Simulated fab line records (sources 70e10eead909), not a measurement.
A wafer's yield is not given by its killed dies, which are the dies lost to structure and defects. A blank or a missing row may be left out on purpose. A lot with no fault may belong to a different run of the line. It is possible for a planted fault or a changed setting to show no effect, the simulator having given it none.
Matching of chambers / flow nand_harc / NHARC_P_M1_CMP_23 on cmp-03: 4 sister chambers
The step polishes, t overpolish 20 s, target thk 157.82 nm. 4 wafers are shown with their chamber, then 8 later ones without.

## WAFERS, EACH WITH ITS CHAMBER
wafer=L081.3; chamber=3; motor_current_A (A)=11.4
wafer=L084.2; chamber=0; motor_current_A (A)=9.6
wafer=L084.4; chamber=1; motor_current_A (A)=12.0
wafer=L089.3; chamber=2; motor_current_A (A)=12.6

## WAFERS WITH NO CHAMBER GIVEN
wafer=L089.5; motor_current_A (A)=9.4
wafer=L089.6; motor_current_A (A)=11.7
wafer=L091.2; motor_current_A (A)=11.2
wafer=L091.3; motor_current_A (A)=10.3
wafer=L091.4; motor_current_A (A)=11.8
wafer=L097.1; motor_current_A (A)=12.0
wafer=L097.2; motor_current_A (A)=9.6
wafer=L097.5; motor_current_A (A)=12.0

## CHAMBER TAKEN BY EACH
wafer=L089.5; from the rows above=0; in truth=0
wafer=L089.6; from the rows above=can't be placed: 3 or 1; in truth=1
wafer=L091.2; from the rows above=3; in truth=3
wafer=L091.3; from the rows above=can't be placed: 0 or 3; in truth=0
wafer=L091.4; from the rows above=can't be placed: 1 or 3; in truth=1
wafer=L097.1; from the rows above=1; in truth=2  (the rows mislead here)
wafer=L097.2; from the rows above=0; in truth=0
wafer=L097.5; from the rows above=1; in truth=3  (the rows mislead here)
3 of 8 placed correctly. Unplaceable from these rows: 3, with the true chamber sitting among the candidates in 3. 2 placed wrongly.
How it was worked out, from the rows above alone: a wafer's distance from a chamber is the root of the sum, over the readings, of the square of ((its reading less the chamber's mean) divided by the reading's scatter). The wafer belongs to the nearest chamber; if the next one is less than 2 further off, it can't be placed. A chamber's mean is the mean of its shown wafers. The scatter: root of mean squared gap, hidden wafer to nearest shown wafer, with one shown wafer a chamber.
